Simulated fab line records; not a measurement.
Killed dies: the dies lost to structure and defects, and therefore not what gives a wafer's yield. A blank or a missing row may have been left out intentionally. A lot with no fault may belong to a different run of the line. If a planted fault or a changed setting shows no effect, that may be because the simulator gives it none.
fab line records / flow n5-finfet
[record] lots = 4 wafers = 12 last-day = 18
route steps=1938 shown BEOL_M1@831 BEOL_M2@841 BEOL_M4@1111 PASSIVATION@1936
lots that met no fault: taken from a fault-free run of the same line
start-h: the number of hours between the record's first day and the start of the first shown wafer of the lot / wait-h: hours from the lot's prior step to this one / " identical to the entry in the row above / L1.1+2: a single row standing in for several wafers / - either no value or no given start / * or withheld: withheld / < > ~ a bound
route shown NAME@n: a module of which the file shows steps, and the number in the route of the first / usual: mean/standard deviation of fault-free wafers / same: alike in all rows / chamber/n: place in a boat / sites: the reading at each site / _std_site: standard deviation across them / _edge_site: inner sites' mean taken away from outer sites' mean / radius-mm: for every site, how far away it sits from the centre of the wafer / mask NAME#n: copy n / behind: the last tool/chamber to shape the wafer / hold: why the lot went on hold/how many hours it stayed there/how the hold came to an end / device: whichever transistor did not switch (one of n, p or np) / end of line: at the end of the route, the tests of the same wafers / where a step has no rows: the recipe by itself / killed: dies that structure and defects cost at the first sort, which is not the same as the wafer's yield / map: per-die view of a wafer (x killed, . not killed, _ where there is no die)
set.NAME: the setting the step ran with; set.NAME@STEP: the setting that earlier step ran with / model.NAME: the simulator's own value behind a step, which no gauge read
lots at selected steps of the route; one table per step, one row per wafer
services: from which hour (start-h, from the record's first day; less than 0 if before it) a tool's chamber was out of use, for how many hours, and why
[[steps]]
[step N5_BEOL_M1_ECD_50]
[recipe] material = Cu target-thk-a = 3000
[step N5_BEOL_M1_ANNEAL_51]
[recipe] temp-c = 225 time-s = 90 ambient = N2
[step N5_BEOL_M1_CMP_52]
[recipe] stop-on = SiOC t-overpolish-s = 6.8 down-force-psi = 1 platen-rpm = 50 clearing-platen-down-force-psi = 1.5 clearing-platen-rpm = 50 post-cmp-clean = cu-alkaline target-thk-nm = 40 clearing-platen-pad-velocity-m-s = 0.99484 pad-velocity-m-s = 0.99484
[step N5_BEOL_M1_PRE_CLEAN_60]
[recipe] gas = NH3/H2 time-s = 15 temp-c = * rf-power-w = 300
[step N5_BEOL_M1_CO_CAP_55]
[recipe] material = Co target-thk-a = 20 temp-c = 200 precursor = CCTBA/H2 pressure-torr = 30 time-s = 102.1
[step N5_BEOL_M1_PRE_CLEAN_56]
[recipe] gas = NH3 time-s = 15 temp-c = withheld rf-power-w = 300
[step N5_BEOL_M1_DEP_57]
[recipe] material = SiCN target-thk-a = 80 temp-c = withheld precursor = 3MS/NH3 pressure-torr = 3 rf-w = 202 time-s = 14
[step N5_BEOL_M2_ILD_DEP_00]
[recipe] material = SiOC target-thk-a = 790 temp-c = 350 precursor = DEMS/O2 pressure-torr = 5 rf-w = 500 time-s = 15.3
[step N5_BEOL_M2_PECVD_72]
[recipe] material = SiO2 target-thk-a = 160 temp-c = 400 precursor = TEOS/O2 pressure-torr = 5.5 rf-w = 450 teos-flow-sccm = 53.8 gas = O2 flow-sccm = 3000 time-s = 18
[usual] heater-power-outer-w = 437/67 heater-power-w = 731/86 rf-fwd-power-W = 444.7/2 showerhead-plenum-p-Torr = 8.80/0.073 susceptor-temp-C = 399.96/0.22 throttle-valve-pct = 22.0/0.63
lot.wafer=L541.1 tool=pecvd-02 chamber=2 start-h=133.63 wait-h=0.0 heater-power-outer-w=387 heater-power-w=711 rf-fwd-power-W=445.0 showerhead-plenum-p-Torr=8.82 susceptor-temp-C=399.92 throttle-valve-pct=21.6 model.SiO2_of_BEOL_M2_PECVD_72.thk-nm=15.8
lot.wafer=L541.2 tool=pecvd-02 chamber=0 start-h=133.63 wait-h=0.0 heater-power-outer-w=426 heater-power-w=748 rf-fwd-power-W=444.9 showerhead-plenum-p-Torr=8.80 susceptor-temp-C=400.32 throttle-valve-pct=22.4 model.SiO2_of_BEOL_M2_PECVD_72.thk-nm=15.6
lot.wafer=L541.5 tool=pecvd-02 chamber=0 start-h=133.63 wait-h=0.0 heater-power-outer-w=429 heater-power-w=750 rf-fwd-power-W=442.5 showerhead-plenum-p-Torr=8.76 susceptor-temp-C=400.12 throttle-valve-pct=22.3 model.SiO2_of_BEOL_M2_PECVD_72.thk-nm=15.8
lot.wafer=L558.3 tool=pecvd-02 chamber=0 start-h=240.79 wait-h=0.0 heater-power-outer-w=329 heater-power-w=612 rf-fwd-power-W=446.6 showerhead-plenum-p-Torr=8.78 susceptor-temp-C=368.56 throttle-valve-pct=22.2 model.SiO2_of_BEOL_M2_PECVD_72.thk-nm=19
lot.wafer=L558.5 tool=pecvd-02 chamber=1 start-h=240.79 wait-h=0.0 heater-power-outer-w=438 heater-power-w=680 rf-fwd-power-W=446.8 showerhead-plenum-p-Torr=8.86 susceptor-temp-C=368.57 throttle-valve-pct=21.6 model.SiO2_of_BEOL_M2_PECVD_72.thk-nm=19.2
lot.wafer=L558.6 tool=pecvd-02 chamber=2 start-h=240.79 wait-h=0.0 heater-power-outer-w=242 heater-power-w=497 rf-fwd-power-W=444.5 showerhead-plenum-p-Torr=8.84 susceptor-temp-C=368.61 throttle-valve-pct=22.5 model.SiO2_of_BEOL_M2_PECVD_72.thk-nm=19.6
lot.wafer=L561.1 tool=pecvd-02 chamber=1 start-h=265.11 wait-h=0.0 heater-power-outer-w=385 heater-power-w=602 rf-fwd-power-W=444.3 showerhead-plenum-p-Torr=8.85 susceptor-temp-C=368.29 throttle-valve-pct=21.8 model.SiO2_of_BEOL_M2_PECVD_72.thk-nm=19
lot.wafer=L561.4 tool=pecvd-02 chamber=2 start-h=265.11 wait-h=0.0 heater-power-outer-w=284 heater-power-w=546 rf-fwd-power-W=445.9 showerhead-plenum-p-Torr=8.83 susceptor-temp-C=368.20 throttle-valve-pct=22.1 model.SiO2_of_BEOL_M2_PECVD_72.thk-nm=19.4
lot.wafer=L561.6 tool=pecvd-02 chamber=0 start-h=265.11 wait-h=0.0 heater-power-outer-w=304 heater-power-w=562 rf-fwd-power-W=444.7 showerhead-plenum-p-Torr=8.77 susceptor-temp-C=368.60 throttle-valve-pct=22.5 model.SiO2_of_BEOL_M2_PECVD_72.thk-nm=19
lot.wafer=L563.1 tool=pecvd-03 chamber=2 start-h=272.22 wait-h=0.0 heater-power-outer-w=409 heater-power-w=653 rf-fwd-power-W=446.0 showerhead-plenum-p-Torr=8.75 susceptor-temp-C=400.48 throttle-valve-pct=21.4 model.SiO2_of_BEOL_M2_PECVD_72.thk-nm=15.6
lot.wafer=L563.2 tool=pecvd-03 chamber=0 start-h=272.22 wait-h=0.0 heater-power-outer-w=388 heater-power-w=603 rf-fwd-power-W=446.3 showerhead-plenum-p-Torr=8.77 susceptor-temp-C=400.07 throttle-valve-pct=22.3 model.SiO2_of_BEOL_M2_PECVD_72.thk-nm=16
lot.wafer=L563.3 tool=pecvd-03 chamber=1 start-h=272.22 wait-h=0.0 heater-power-outer-w=446 heater-power-w=756 rf-fwd-power-W=445.1 showerhead-plenum-p-Torr=8.67 susceptor-temp-C=399.63 throttle-valve-pct=23.4 model.SiO2_of_BEOL_M2_PECVD_72.thk-nm=15.8
[step N5_BEOL_M2_HM_DEP_02]
[recipe] material = TiN target-thk-a = 200 temp-c = 25 chamber-pressure-pa = 0.49996
[step N5_BEOL_M2_COAT_61]
[recipe] resist = SOC temp-c = 250 time-s = 60 spin-rpm = 1500 resist-thk-nm = 60
[step N5_BEOL_M2_COAT_62]
[recipe] resist = SiARC temp-c = 220 time-s = 60 spin-rpm = 1500 resist-thk-nm = 12
[step N5_BEOL_M2_COAT_73]
[recipe] resist = underlayer temp-c = 205 time-s = 60 spin-rpm = 1500 resist-thk-nm = 5
[step N5_BEOL_M2_COAT_05]
[recipe] resist = CAR-EUV spin-rpm = 1500 resist-thk-nm = 30
[step N5_BEOL_M2_EBR_07]
[recipe] solvent = PGMEA ebr-width-mm = 1.5
[step N5_BEOL_M2_SOFTBAKE_06]
[recipe] temp-c = 110 time-s = 60 resist = CAR-EUV
[step N5_BEOL_M2_EXPOSE_08]
[recipe] mask-id = M2 na = 0.33 source-shape = dipole sigma-inner = 0.369 sigma-outer = 0.767 polarization = unpolarized dose-mj = 41.25
[step N5_BEOL_M2_PEB_09]
[recipe] peb-temp-c = 100 peb-time-s = 60 resist = CAR-EUV
[step N5_BEOL_M2_DEVELOP_10]
[recipe] develop-time-s = 30 developer = TMAH resist = CAR-EUV rinse-liquid = surfactant-rinse dry = air-spin dev-temp-c = 23
[step N5_BEOL_M2_DESCUM_16]
[recipe] chemistry = O2 time-s = 7 source-power-w = 50 bias-power-w = 20 pressure-mtorr = 20 rf-frequency-hz = 2.712e+07 temp-c = 40 resist = CAR-EUV o2-flow-sccm = 225
[step N5_BEOL_M2_ETCH_74]
[recipe] chemistry = N2/H2 target = underlayer target-depth-a = 65 mask-material = CAR-EUV time-s = 5.2 ion-energy-ev = 200 pressure-mtorr = 30 source-w = 840 bias-w = 150 n2-flow-sccm = 200 h2-flow-sccm = 200 ends = cleared
[step N5_BEOL_M2_ETCH_63]
[recipe] chemistry = CF4 target = SiARC target-depth-a = 156 mask-material = CAR-EUV time-s = 26 ion-energy-ev = 80 pressure-mtorr = 40 source-w = 545 bias-w = 36 Ar_flow_sccm = 100 cf4-flow-sccm = 100 ends = cleared
[step N5_BEOL_M2_ETCH_64]
[recipe] chemistry = N2/H2 target = SOC target-depth-a = 750 overetch-a = 225 mask-material = SiARC temp-c = 40 time-s = 121.9 ion-energy-ev = 200 pressure-mtorr = 30 source-w = 840 bias-w = 150 n2-flow-sccm = 200 h2-flow-sccm = 200
[step N5_BEOL_M2_STRIP_65]
[recipe] chemistry = N2/H2 temp-c = 40 n2-flow-sccm = 200 h2-flow-sccm = 200 rf-frequency-hz = 6e+07
[step N5_BEOL_M2_STRIP_75]
[recipe] chemistry = N2/H2 temp-c = 40 n2-flow-sccm = 200 h2-flow-sccm = 200 rf-frequency-hz = 6e+07
[step N5_BEOL_M2_STRIP_66]
[recipe] chemistry = CF4 resist = SiARC power-w = 300 bias-power-w = 75 pressure-mtorr = 50 cf4-flow-sccm = 150 rf-frequency-hz = 6e+07
[step N5_BEOL_M2_HM_OPEN_17]
[recipe] chemistry = Cl2/BCl3 target-depth-a = 200 overetch-a = 60 target = TiN mask-material = SOC ion-energy-ev = 150 pressure-mtorr = 10 icp-w = 1000 bias-w = 126 Cl2_flow_sccm = 53.25 bcl3-flow-sccm = 21.75 Ar_flow_sccm = 25
[step N5_BEOL_M2_STRIP_19]
[recipe] chemistry = O2 power-w = 400 temp-c = 40 pressure-mtorr = 30 rf-frequency-hz = 6e+07 bias-power-w = 0 overash-fraction = 0.2 o2-flow-sccm = 225
[step N5_BEOL_M2_COAT_67]
[recipe] resist = SOC temp-c = 250 time-s = 60 spin-rpm = 1500 resist-thk-nm = 60
[step N5_BEOL_M2_COAT_68]
[recipe] resist = SiARC temp-c = 220 time-s = 60 spin-rpm = 1500 resist-thk-nm = 12
[step N5_BEOL_M2_COAT_76]
[recipe] resist = underlayer temp-c = 205 time-s = 60 spin-rpm = 1500 resist-thk-nm = 5
[step N5_BEOL_M2_COAT_22]
[recipe] resist = CAR-EUV spin-rpm = 1500 resist-thk-nm = 30
[step N5_BEOL_M2_EBR_24]
[recipe] solvent = PGMEA ebr-width-mm = 1.5
[step N5_BEOL_M2_SOFTBAKE_23]
[recipe] temp-c = 110 time-s = 60 resist = CAR-EUV
[step N5_BEOL_M2_HM_STRIP_39]
[recipe] chemistry = peroxide-tin-strip material = TiN target-depth-a = 250 temp-c = 50 time-s = 158
lot.wafer=L541.1+5 tool=wet-bench-05 chamber=6,2 start-h=140.25 wait-h=0.0 model.SiO2_of_BEOL_M2_PECVD_72.thk-nm=15.6
lot.wafer=L541.2 tool=wet-bench-05 chamber=4 start-h=140.25 wait-h=0.0 model.SiO2_of_BEOL_M2_PECVD_72.thk-nm=15.4
lot.wafer=L558.3 tool=wet-bench-04 chamber=2 start-h=255.54 wait-h=0.0 model.SiO2_of_BEOL_M2_PECVD_72.thk-nm=18.8
lot.wafer=L558.5 tool=wet-bench-04 chamber=6 start-h=255.54 wait-h=0.0 model.SiO2_of_BEOL_M2_PECVD_72.thk-nm=19
lot.wafer=L558.6 tool=wet-bench-04 chamber=3 start-h=255.54 wait-h=0.0 model.SiO2_of_BEOL_M2_PECVD_72.thk-nm=19.4
lot.wafer=L561.1 tool=wet-bench-05 chamber=4 start-h=283.42 wait-h=0.0 model.SiO2_of_BEOL_M2_PECVD_72.thk-nm=18.8
lot.wafer=L561.4 tool=wet-bench-05 chamber=7 start-h=283.42 wait-h=0.0 model.SiO2_of_BEOL_M2_PECVD_72.thk-nm=19.2
lot.wafer=L561.6 tool=wet-bench-05 chamber=1 start-h=283.42 wait-h=0.0 model.SiO2_of_BEOL_M2_PECVD_72.thk-nm=19
lot.wafer=L563.1 tool=wet-bench-05 chamber=7 start-h=286.50 wait-h=0.0 model.SiO2_of_BEOL_M2_PECVD_72.thk-nm=15.4
lot.wafer=L563.2 tool=wet-bench-05 chamber=0 start-h=286.50 wait-h=0.0 model.SiO2_of_BEOL_M2_PECVD_72.thk-nm=16
lot.wafer=L563.3 tool=wet-bench-05 chamber=4 start-h=286.50 wait-h=0.0 model.SiO2_of_BEOL_M2_PECVD_72.thk-nm=15.6
[step N5_BEOL_M2_CMP_52]
[recipe] stop-on = SiOC t-overpolish-s = 6.8 down-force-psi = 1 platen-rpm = 50 clearing-platen-down-force-psi = 1.5 clearing-platen-rpm = 50 post-cmp-clean = cu-alkaline target-thk-nm = 40 clearing-platen-pad-velocity-m-s = 0.99484 pad-velocity-m-s = 0.99484
[usual] barrier-field-endpoint-s = 25.1/0.84 motor-current-A = 5.9/0.74 platen-rpm = 50.00/0.032
lot.wafer=L541.2 tool=cmp-03 chamber=0 start-h=143.60 wait-h=0.2 barrier-field-endpoint-s=25.9 motor-current-A=5.6 platen-rpm=49.97
lot.wafer=L541.1 tool=cmp-03 chamber=1 start-h=143.60 wait-h=0.2 barrier-field-endpoint-s=26.5 motor-current-A=5.3 platen-rpm=50.00
lot.wafer=L541.5 tool=cmp-03 chamber=0 start-h=143.60 wait-h=0.2 barrier-field-endpoint-s=26.0 motor-current-A=5.9 platen-rpm=49.96
lot.wafer=L558.3 tool=cmp-04 chamber=3 start-h=260.49 wait-h=0.2 barrier-field-endpoint-s=29.5 motor-current-A=5.7 platen-rpm=50.03
lot.wafer=L558.6 tool=cmp-04 chamber=3 start-h=260.49 wait-h=0.2 barrier-field-endpoint-s=30.5 motor-current-A=5.9 platen-rpm=50.03
lot.wafer=L558.5 tool=cmp-04 chamber=0 start-h=260.49 wait-h=0.2 barrier-field-endpoint-s=29.4 motor-current-A=6.0 platen-rpm=50.05
lot.wafer=L561.4 tool=cmp-03 chamber=1 start-h=286.64 wait-h=0.2 barrier-field-endpoint-s=30.3 motor-current-A=5.5 platen-rpm=49.92
lot.wafer=L561.1 tool=cmp-03 chamber=2 start-h=286.64 wait-h=0.2 barrier-field-endpoint-s=28.5 motor-current-A=7.0 platen-rpm=50.03
lot.wafer=L561.6 tool=cmp-03 chamber=1 start-h=286.64 wait-h=0.2 barrier-field-endpoint-s=30.6 motor-current-A=5.7 platen-rpm=49.98
lot.wafer=L563.3 tool=cmp-01 chamber=0 start-h=290.12 wait-h=0.2 barrier-field-endpoint-s=23.3 motor-current-A=5.4 platen-rpm=50.02
lot.wafer=L563.2 tool=cmp-01 chamber=1 start-h=290.12 wait-h=0.2 barrier-field-endpoint-s=23.7 motor-current-A=7.1 platen-rpm=49.97
lot.wafer=L563.1 tool=cmp-01 chamber=2 start-h=290.12 wait-h=0.2 barrier-field-endpoint-s=25.2 motor-current-A=5.7 platen-rpm=50.01
[step N5_BEOL_M4_RC_MEAS_101]
[usual] DIBL_N = 36.1/2 DIBL_P = 36.3/2.5 IOFF_N = 0.16/0.037 IOFF_P = 0.21/0.039 ION_N = 678/15 ION_P = 465/8.7 SS_N = 71.4/0.7 SS_P = 73.3/0.74 VT_N = 249/3.6 VT_P = -250.0/2.9
lot.wafer=L541.1 tool=prober-01 chamber=0 start-h=161.69 wait-h=0.0 DIBL_N[mV/V]=31.8 DIBL_P[mV/V]=31.0 IOFF_N[nA/um]=0.10 IOFF_P[nA/um]=0.17 ION_N[uA/um]=634 ION_P[uA/um]=453 SS_N[mV/dec]=70.5 SS_P[mV/dec]=72.0 VT_N[mV]=260 VT_P[mV]=-250.3
lot.wafer=L541.2 tool=prober-01 chamber=0 start-h=161.69 wait-h=0.0 DIBL_N[mV/V]=34.2 DIBL_P[mV/V]=35.5 IOFF_N[nA/um]=0.14 IOFF_P[nA/um]=0.24 ION_N[uA/um]=680 ION_P[uA/um]=479 SS_N[mV/dec]=70.6 SS_P[mV/dec]=72.9 VT_N[mV]=250 VT_P[mV]=-245.0
lot.wafer=L541.5 tool=prober-01 chamber=0 start-h=161.69 wait-h=0.0 DIBL_N[mV/V]=35.8 DIBL_P[mV/V]=36.3 IOFF_N[nA/um]=0.16 IOFF_P[nA/um]=0.25 ION_N[uA/um]=672 ION_P[uA/um]=478 SS_N[mV/dec]=72.1 SS_P[mV/dec]=72.9 VT_N[mV]=249 VT_P[mV]=-243.9
lot.wafer=L558.3 tool=prober-02 chamber=0 start-h=299.46 wait-h=0.3 DIBL_N[mV/V]=32.7 DIBL_P[mV/V]=32.9 IOFF_N[nA/um]=0.11 IOFF_P[nA/um]=0.16 ION_N[uA/um]=668 ION_P[uA/um]=463 SS_N[mV/dec]=70.4 SS_P[mV/dec]=72.5 VT_N[mV]=256 VT_P[mV]=-250.3
lot.wafer=L558.5 tool=prober-02 chamber=0 start-h=299.46 wait-h=0.3 DIBL_N[mV/V]=33.5 DIBL_P[mV/V]=33.2 IOFF_N[nA/um]=0.12 IOFF_P[nA/um]=0.16 ION_N[uA/um]=664 ION_P[uA/um]=460 SS_N[mV/dec]=70.7 SS_P[mV/dec]=72.6 VT_N[mV]=254 VT_P[mV]=-253.1
lot.wafer=L558.6 tool=prober-02 chamber=0 start-h=299.46 wait-h=0.3 DIBL_N[mV/V]=38.5 DIBL_P[mV/V]=41.1 IOFF_N[nA/um]=0.21 IOFF_P[nA/um]=0.30 ION_N[uA/um]=676 ION_P[uA/um]=469 SS_N[mV/dec]=71.9 SS_P[mV/dec]=74.7 VT_N[mV]=247 VT_P[mV]=-245.6
lot.wafer=L561.1 tool=prober-02 chamber=0 start-h=318.63 wait-h=0.0 DIBL_N[mV/V]=37.6 DIBL_P[mV/V]=38.3 IOFF_N[nA/um]=0.21 IOFF_P[nA/um]=0.28 ION_N[uA/um]=701 ION_P[uA/um]=476 SS_N[mV/dec]=71.8 SS_P[mV/dec]=74.5 VT_N[mV]=244 VT_P[mV]=-245.1
lot.wafer=L561.4 tool=prober-02 chamber=0 start-h=318.63 wait-h=0.0 DIBL_N[mV/V]=37.3 DIBL_P[mV/V]=36.7 IOFF_N[nA/um]=0.19 IOFF_P[nA/um]=0.25 ION_N[uA/um]=683 ION_P[uA/um]=461 SS_N[mV/dec]=71.7 SS_P[mV/dec]=73.7 VT_N[mV]=244 VT_P[mV]=-249.8
lot.wafer=L561.6 tool=prober-02 chamber=0 start-h=318.63 wait-h=0.0 DIBL_N[mV/V]=34.9 DIBL_P[mV/V]=33.8 IOFF_N[nA/um]=0.15 IOFF_P[nA/um]=0.20 ION_N[uA/um]=686 ION_P[uA/um]=475 SS_N[mV/dec]=71.2 SS_P[mV/dec]=73.1 VT_N[mV]=250 VT_P[mV]=-250.5
lot.wafer=L563.1 tool=prober-01 chamber=0 start-h=324.98 wait-h=0.0 DIBL_N[mV/V]=38.4 DIBL_P[mV/V]=39.4 IOFF_N[nA/um]=0.22 IOFF_P[nA/um]=0.26 ION_N[uA/um]=686 ION_P[uA/um]=464 SS_N[mV/dec]=72.2 SS_P[mV/dec]=73.9 VT_N[mV]=245 VT_P[mV]=-245.6
lot.wafer=L563.2 tool=prober-01 chamber=0 start-h=324.98 wait-h=0.0 DIBL_N[mV/V]=32.9 DIBL_P[mV/V]=33.3 IOFF_N[nA/um]=0.13 IOFF_P[nA/um]=0.17 ION_N[uA/um]=672 ION_P[uA/um]=465 SS_N[mV/dec]=70.0 SS_P[mV/dec]=73.2 VT_N[mV]=248 VT_P[mV]=-249.2
lot.wafer=L563.3 tool=prober-01 chamber=0 start-h=324.98 wait-h=0.0 DIBL_N[mV/V]=33.2 DIBL_P[mV/V]=33.9 IOFF_N[nA/um]=0.13 IOFF_P[nA/um]=0.19 ION_N[uA/um]=685 ION_P[uA/um]=481 SS_N[mV/dec]=70.8 SS_P[mV/dec]=72.1 VT_N[mV]=249 VT_P[mV]=-251.4
[step N5_PASSIVATION_PROBE_49]
[usual] defect-limited-yield = 91.1/1.3 killed_at_M0_to_M3 = 32/9.7 killed_at_M4_up = 16/6 killed-at-contacts = 12/5.9 killed-at-front-end = 41/11 killed-at-other = 4/3.1 killed-dies = 104/16 killed-open = 68/12 killed-short = 34/7.4 sort_bin_5_function = 5.1/0.85 sort_bin_6_memory = 3.3/0.66 sort_bin_8_speed = 0.1/0.53 sort-n-pass = 1075/16 sort-yield-pct = 91.1/1.4
[same] gross-dies = 1180 killed-at-back-side = 0 sort_bin_4_leakage[%] = 0
lot.wafer=L561.6 tool=prober-02 chamber=- start-h=425.88 wait-h=0.3 defect-limited-yield[%]=90.1 killed_at_M0_to_M3=29 killed_at_M4_up=16 killed-at-contacts=12 killed-at-front-end=34 killed-at-other=26 killed-dies=117 killed-open=64 killed-short=28 sort_bin_5_function[%]=6.7 sort_bin_6_memory[%]=2.9 sort_bin_8_speed[%]=0 sort-n-pass=1063 sort-yield-pct[%]=90.1
// killed by level:class
L561.6 PASSIVATION:area-etch=24 MOL_CONTACT_COAG:geometric-particle:open=10 BEOL_M0_SAQP:geometric-particle:open=9 FIN_SAQP:geometric-particle:open=7 DUMMY_GATE:geometric-particle:open=7 BEOL_M4:geometric-particle:open=7 BEOL_M3:geometric-particle:open=6 GATE_CUT:geometric-particle:short=5
[[services]]
tool=pecvd-03 chamber=1 start-h=113.51 hours=2.1 kind=scheduled-down
tool=wet-bench-05 chamber=- start-h=113.79 hours=1.9 kind=pm
tool=cmp-03 chamber=- start-h=119.44 hours=0.9 kind=repair
tool=cmp-04 chamber=- start-h=140.74 hours=4.0 kind=pm
tool=cmp-04 chamber=- start-h=144.74 hours=- kind=consumable-replace:conditioner
tool=cmp-04 chamber=- start-h=144.74 hours=- kind=consumable-replace:pad
tool=cmp-01 chamber=- start-h=147.27 hours=0.3 kind=repair
tool=cmp-01 chamber=- start-h=151.92 hours=1.6 kind=repair
tool=pecvd-03 chamber=0 start-h=152.39 hours=2.1 kind=scheduled-down
tool=pecvd-03 chamber=2 start-h=154.52 hours=5.5 kind=scheduled-down
tool=pecvd-02 chamber=2 start-h=161.44 hours=4.7 kind=repair
tool=pecvd-02 chamber=- start-h=161.88 hours=9.5 kind=repair
tool=cmp-04 chamber=- start-h=171.47 hours=3.7 kind=pm
tool=cmp-03 chamber=- start-h=185.96 hours=4.0 kind=pm
tool=cmp-03 chamber=- start-h=189.96 hours=- kind=consumable-replace:conditioner
tool=cmp-03 chamber=- start-h=189.96 hours=- kind=consumable-replace:pad
tool=pecvd-03 chamber=2 start-h=202.38 hours=- kind=clean
tool=cmp-03 chamber=- start-h=202.86 hours=7.1 kind=pm
tool=pecvd-02 chamber=1 start-h=213.54 hours=5.5 kind=scheduled-down
tool=pecvd-03 chamber=0 start-h=243.03 hours=4.9 kind=repair
tool=pecvd-02 chamber=1 start-h=249.97 hours=2.1 kind=scheduled-down
tool=cmp-03 chamber=- start-h=265.10 hours=2.1 kind=repair
tool=cmp-01 chamber=- start-h=278.70 hours=4.0 kind=pm
tool=cmp-01 chamber=- start-h=284.29 hours=0.9 kind=repair
[[key]]
[first-sign] step = N5_BEOL_M2_PECVD_72 reading = susceptor-temp-C direction = down sigmas = 99+ usual = * struck = *
[effect] step = N5_BEOL_M2_PECVD_72 reading = heater-power-w direction = down sigmas = 1.7 usual = * struck = * wafers-moved = 2
[effect] step = N5_BEOL_M2_CMP_52 reading = barrier-field-endpoint-s direction = up sigmas = 5.6 usual = 25.1 struck = 29.8
[model-effect] step = N5_BEOL_M2_PECVD_72 value = SiO2_of_BEOL_M2_PECVD_72.thk-nm without = 16.03 struck = 19.2
[model-effect] step = N5_BEOL_M2_HM_STRIP_39 value = SiO2_of_BEOL_M2_PECVD_72.thk-nm without = 15.9 struck = 19.03
met-at N5_BEOL_M2_PECVD_72
struck-wafers L558.3,L558.5,L558.6,L561.1,L561.4,L561.6
[baseline-loss] step = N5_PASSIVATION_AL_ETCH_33 wafers = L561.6
onset-between 133.63 240.79
[fault] kind = process-parameter-drift tool = pecvd-02 chamber = - onset-h = 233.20 steps = N5_BEOL_M2_PECVD_72 channel = temp-c offset = * shape = step end-h = 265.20 acts-in = * stated = *
// baseline-loss: these wafers lose ten dies or more at that step, a loss of the line's own and not of a fault; the sort's usual values leave them out
